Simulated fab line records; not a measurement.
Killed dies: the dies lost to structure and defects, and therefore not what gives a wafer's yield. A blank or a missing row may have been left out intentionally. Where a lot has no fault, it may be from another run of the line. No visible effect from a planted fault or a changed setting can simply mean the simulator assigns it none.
Chamber matching    flow n5Finfet    rieDiel-06 running N5_BEOL_M8_DESCUM_16: 4 sister chambers
The step chemistry O2, time 7.9 s. 20 wafers are shown with their chamber, then 10 later ones without.

WAFERS PAIRED WITH THEIR CHAMBERS
wafer   chamber  drypumpMotorCurrentA (A)  showerheadPlenumPTorr (Torr)  throttleValvePct (%)
L076.2  0        5.3                       2.12                          20.32
L076.3  3        5.0                       2.22                          20.55
L076.6  2        5.4                       2.16                          20.38
L077.2  1        5.9                       2.20                          20.27
L077.3  2        5.3                       2.15                          20.37
L077.4  0        5.2                       2.12                          20.33
L079.2  2        5.4                       2.15                          20.40
L079.3  1        5.9                       2.20                          20.28
L079.5  2        5.4                       2.15                          20.41
L082.1  2        5.4                       2.15                          20.42
L082.3  1        5.9                       2.20                          20.30
L082.6  0        5.3                       2.12                          20.35
L084.3  1        5.9                       2.20                          20.29
L084.4  0        5.3                       2.12                          20.35
L084.6  2        5.4                       2.15                          20.41
L089.2  3        5.0                       2.20                          20.62
L089.3  2        5.3                       2.14                          20.45
L089.5  1        5.9                       2.19                          20.28
L090.1  1        5.9                       2.19                          20.30
L090.3  2        5.3                       2.14                          20.42

SIGNATURES (means of the wafers above)
reading                chamber 0  chamber 1  chamber 2  chamber 3  scatter within a chamber
drypumpMotorCurrentA   5.275      5.900      5.362      5.000      0.0405
showerheadPlenumPTorr  2.1200     2.1967     2.1488     2.2100     0.00623
throttleValvePct       20.3375    20.2867    20.4075    20.5850    0.0226
Rule: a wafer's distance from a chamber is the root of the sum, over the readings, of the square of ((its reading less the chamber's mean) divided by the reading's scatter). If the next closest chamber is less than 2 further off than the closest, the wafer can't be placed; otherwise it belongs to the closest. The scatter is the square root of a quotient: the sum, over the shown wafers, of each reading's squared deviation from its chamber's mean, divided by wafers minus chambers.

WAFERS WITHOUT THEIR CHAMBER
wafer   drypumpMotorCurrentA (A)  showerheadPlenumPTorr (Torr)  throttleValvePct (%)
L090.6  5.0                       2.20                          20.61
L088.3  5.4                       2.14                          20.45
L088.5  4.9                       2.20                          20.62
L088.6  5.4                       2.14                          20.44
L092.2  5.9                       2.19                          20.31
L092.3  5.4                       2.14                          20.42
L092.6  5.3                       2.11                          20.38
L094.3  5.4                       2.14                          20.44
L094.5  5.4                       2.14                          20.44
L094.6  5.9                       2.19                          20.32

WHICH CHAMBER EACH WENT THROUGH
wafer   from the rows above  in truth
L090.6  3                    3
L088.3  2                    2
L088.5  3                    3
L088.6  2                    2
L092.2  1                    1
L092.3  2                    2
L092.6  0                    0
L094.3  2                    2
L094.5  2                    2
L094.6  1                    1
Correct placement for 10 of the 10. From these rows, 0 cannot be placed. Wrongly placed: 0.
